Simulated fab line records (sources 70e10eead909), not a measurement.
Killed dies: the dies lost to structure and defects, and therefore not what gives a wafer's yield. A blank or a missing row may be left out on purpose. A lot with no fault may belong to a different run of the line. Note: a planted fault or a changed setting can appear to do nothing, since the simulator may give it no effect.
The same fault as seen by 2 desks | flow nand harc | what lay behind the numbers comes last; until then each desk has only its own

## FROM THE METROLOGY DESK
What the gauges read for every lot (on any tool): the sampled wafers with a number, averaged. Any lot whose mean is over 4 standard deviations away from the usual mean is out of limits and marked OUT; that distance is given in the brackets.
Columns: A = overlay x nm at NHARC_HYBRID_BOND_OVL_MEAS_05, usual 0 nm; B = overlay y nm at NHARC_HYBRID_BOND_OVL_MEAS_05, usual 0 nm
lot  | first seen here | A   | B
L878 | day 23 23:44    | 46  | -2
L880 | day 24 17:43    | -18 | -20
L881 | day 24 17:43    | 4   | 3
L884 | day 26 01:12    | 0   | 17
L883 | day 26 09:30    | 25  | -22
L885 | day 26 09:30    | -3  | -16
L886 | day 26 21:38    | 16  | -27
L894 | day 30 04:16    | -4  | -8
L895 | day 30 11:30    | -21 | 30
L897 | day 32 10:08    | 14  | -3
L898 | day 32 10:08    | 9   | -2
L899 | day 32 10:09    | 9   | 18
L901 | day 33 07:22    | 42  | 32
Finding of this desk: none of the 13 lots has anything out of limits.

## FOR THE TOOL OWNER'S DESK: pecvd-03
The tool's own readings at NHARC_THIN_TSV_DEP_43 (deposits SiO2, target thk 1328.5 nm): means of the sampled wafers that have a number, for each lot that ran on this tool. Any lot whose mean is over 4 standard deviations away from the usual mean is out of limits and marked OUT; that distance is given in the brackets.
Columns: A = throttle valve pct at NHARC_THIN_TSV_DEP_43, usual 15.9 %
lot  | first seen here | A
L880 | day 24 19:41    | 15.6
L883 | day 26 11:25    | 15.3
L885 | day 26 12:37    | 15.7
L886 | day 27 00:03    | 15.9
L895 | day 30 13:29    | 16.0
L897 | day 32 12:05    | 16.2
L899 | day 32 14:28    | 15.8
Finding of this desk: none of the 7 lots has anything out of limits.

## ALL TOGETHER
From the metrology desk's view, nothing was out of limits.
The desk of the tool owner found nothing out of limits.

## WHAT THE SIMULATOR HAD INSERTED
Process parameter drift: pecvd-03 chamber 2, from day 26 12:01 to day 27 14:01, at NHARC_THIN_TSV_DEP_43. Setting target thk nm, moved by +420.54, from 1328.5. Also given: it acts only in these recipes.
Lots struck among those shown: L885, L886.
